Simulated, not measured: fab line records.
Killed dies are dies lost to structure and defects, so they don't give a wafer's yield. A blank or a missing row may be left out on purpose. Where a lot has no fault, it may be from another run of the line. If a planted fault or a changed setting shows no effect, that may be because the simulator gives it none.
Matching of chambers / flow n5_finfet / 3 sister chambers for N5_GATE_CUT_HM_DEP_46 on pecvd-03
The step deposits SiO2 from TEOS/O2, target thk 130 nm, time 26.6 s. 30 wafers are shown with their chamber, then 12 later ones without.

## WAFERS WITH THEIR CHAMBER
wafer=L075.2; chamber=0; showerhead_plenum_p_Torr (Torr)=8.417; throttle_valve_pct (%)=18.7; heater_power_w (W)=537
wafer=L075.5; chamber=1; showerhead_plenum_p_Torr (Torr)=8.327; throttle_valve_pct (%)=18.2; heater_power_w (W)=463
wafer=L075.6; chamber=0; showerhead_plenum_p_Torr (Torr)=8.372; throttle_valve_pct (%)=18.3; heater_power_w (W)=570
wafer=L076.1; chamber=0; showerhead_plenum_p_Torr (Torr)=8.398; throttle_valve_pct (%)=18.5; heater_power_w (W)=593
wafer=L076.2; chamber=2; showerhead_plenum_p_Torr (Torr)=8.377; throttle_valve_pct (%)=17.7; heater_power_w (W)=704
wafer=L076.3; chamber=1; showerhead_plenum_p_Torr (Torr)=8.303; throttle_valve_pct (%)=18.3; heater_power_w (W)=514
wafer=L076.4; chamber=1; showerhead_plenum_p_Torr (Torr)=8.330; throttle_valve_pct (%)=18.4; heater_power_w (W)=530
wafer=L076.5; chamber=2; showerhead_plenum_p_Torr (Torr)=8.370; throttle_valve_pct (%)=17.9; heater_power_w (W)=710
wafer=L076.6; chamber=0; showerhead_plenum_p_Torr (Torr)=8.395; throttle_valve_pct (%)=18.4; heater_power_w (W)=608
wafer=L078.3; chamber=0; showerhead_plenum_p_Torr (Torr)=8.401; throttle_valve_pct (%)=18.6; heater_power_w (W)=543
wafer=L078.4; chamber=2; showerhead_plenum_p_Torr (Torr)=8.378; throttle_valve_pct (%)=17.7; heater_power_w (W)=595
wafer=L078.6; chamber=1; showerhead_plenum_p_Torr (Torr)=8.324; throttle_valve_pct (%)=18.4; heater_power_w (W)=561
wafer=L081.2; chamber=0; showerhead_plenum_p_Torr (Torr)=8.412; throttle_valve_pct (%)=18.8; heater_power_w (W)=601
wafer=L081.4; chamber=2; showerhead_plenum_p_Torr (Torr)=8.367; throttle_valve_pct (%)=17.6; heater_power_w (W)=704
wafer=L081.6; chamber=0; showerhead_plenum_p_Torr (Torr)=8.415; throttle_valve_pct (%)=18.8; heater_power_w (W)=596
wafer=L085.4; chamber=2; showerhead_plenum_p_Torr (Torr)=8.374; throttle_valve_pct (%)=17.5; heater_power_w (W)=718
wafer=L085.5; chamber=0; showerhead_plenum_p_Torr (Torr)=8.372; throttle_valve_pct (%)=18.6; heater_power_w (W)=606
wafer=L085.6; chamber=1; showerhead_plenum_p_Torr (Torr)=8.326; throttle_valve_pct (%)=17.9; heater_power_w (W)=563
wafer=L087.1; chamber=2; showerhead_plenum_p_Torr (Torr)=8.394; throttle_valve_pct (%)=17.9; heater_power_w (W)=552
wafer=L087.2; chamber=1; showerhead_plenum_p_Torr (Torr)=8.318; throttle_valve_pct (%)=18.3; heater_power_w (W)=556
wafer=L087.3; chamber=0; showerhead_plenum_p_Torr (Torr)=8.390; throttle_valve_pct (%)=18.8; heater_power_w (W)=490
wafer=L089.1; chamber=0; showerhead_plenum_p_Torr (Torr)=8.380; throttle_valve_pct (%)=19.1; heater_power_w (W)=572
wafer=L089.2; chamber=1; showerhead_plenum_p_Torr (Torr)=8.331; throttle_valve_pct (%)=18.1; heater_power_w (W)=530
wafer=L089.3; chamber=2; showerhead_plenum_p_Torr (Torr)=8.372; throttle_valve_pct (%)=18.0; heater_power_w (W)=685
wafer=L089.4; chamber=2; showerhead_plenum_p_Torr (Torr)=8.388; throttle_valve_pct (%)=17.7; heater_power_w (W)=684
wafer=L089.5; chamber=0; showerhead_plenum_p_Torr (Torr)=8.373; throttle_valve_pct (%)=18.8; heater_power_w (W)=568
wafer=L089.6; chamber=1; showerhead_plenum_p_Torr (Torr)=8.330; throttle_valve_pct (%)=18.1; heater_power_w (W)=554
wafer=L090.2; chamber=1; showerhead_plenum_p_Torr (Torr)=8.336; throttle_valve_pct (%)=18.2; heater_power_w (W)=538
wafer=L090.3; chamber=0; showerhead_plenum_p_Torr (Torr)=8.403; throttle_valve_pct (%)=18.4; heater_power_w (W)=583
wafer=L090.5; chamber=2; showerhead_plenum_p_Torr (Torr)=8.382; throttle_valve_pct (%)=17.6; heater_power_w (W)=686

SIGNATURES, as means of the wafers listed above
reading=showerhead_plenum_p_Torr; chamber 0=8.39400; chamber 1=8.32500; chamber 2=8.37800; scatter within a chamber=0.0128
reading=throttle_valve_pct; chamber 0=18.650; chamber 1=18.211; chamber 2=17.733; scatter within a chamber=0.192
reading=heater_power_w; chamber 0=572.25; chamber 1=534.33; chamber 2=670.89; scatter within a chamber=42
Rule: a wafer's distance from a chamber is the root of the sum, over the readings, of the square of ((its reading less the chamber's mean) divided by the reading's scatter). The wafer belongs to the nearest chamber; if the next one is less than 2 further off, it can't be placed. The scatter is the square root of a quotient: the sum, over the shown wafers, of each reading's squared deviation from its chamber's mean, divided by wafers minus chambers.

## WAFERS WHOSE CHAMBER IS MISSING
wafer=L091.3; showerhead_plenum_p_Torr (Torr)=8.390; throttle_valve_pct (%)=18.5; heater_power_w (W)=531
wafer=L091.4; showerhead_plenum_p_Torr (Torr)=8.386; throttle_valve_pct (%)=17.7; heater_power_w (W)=681
wafer=L091.6; showerhead_plenum_p_Torr (Torr)=8.343; throttle_valve_pct (%)=18.2; heater_power_w (W)=523
wafer=L093.1; showerhead_plenum_p_Torr (Torr)=8.378; throttle_valve_pct (%)=18.6; heater_power_w (W)=509
wafer=L093.4; showerhead_plenum_p_Torr (Torr)=8.336; throttle_valve_pct (%)=18.4; heater_power_w (W)=578
wafer=L093.6; showerhead_plenum_p_Torr (Torr)=8.383; throttle_valve_pct (%)=18.7; heater_power_w (W)=515
wafer=L095.3; showerhead_plenum_p_Torr (Torr)=8.402; throttle_valve_pct (%)=18.6; heater_power_w (W)=550
wafer=L095.5; showerhead_plenum_p_Torr (Torr)=8.389; throttle_valve_pct (%)=18.8; heater_power_w (W)=573
wafer=L095.6; showerhead_plenum_p_Torr (Torr)=8.316; throttle_valve_pct (%)=18.1; heater_power_w (W)=574
wafer=L097.2; showerhead_plenum_p_Torr (Torr)=8.407; throttle_valve_pct (%)=19.1; heater_power_w (W)=481
wafer=L097.4; showerhead_plenum_p_Torr (Torr)=8.387; throttle_valve_pct (%)=18.9; heater_power_w (W)=470
wafer=L097.5; showerhead_plenum_p_Torr (Torr)=8.406; throttle_valve_pct (%)=18.9; heater_power_w (W)=496

## EACH ONE'S CHAMBER
wafer=L091.3; from the rows above=0; in truth=0
wafer=L091.4; from the rows above=2; in truth=2
wafer=L091.6; from the rows above=1; in truth=1
wafer=L093.1; from the rows above=0; in truth=0
wafer=L093.4; from the rows above=1; in truth=1
wafer=L093.6; from the rows above=0; in truth=0
wafer=L095.3; from the rows above=0; in truth=0
wafer=L095.5; from the rows above=0; in truth=0
wafer=L095.6; from the rows above=1; in truth=1
wafer=L097.2; from the rows above=0; in truth=0
wafer=L097.4; from the rows above=0; in truth=0
wafer=L097.5; from the rows above=0; in truth=0
12 of 12 placed correctly. Left unplaced by these rows: 0. Placed wrongly: 0.
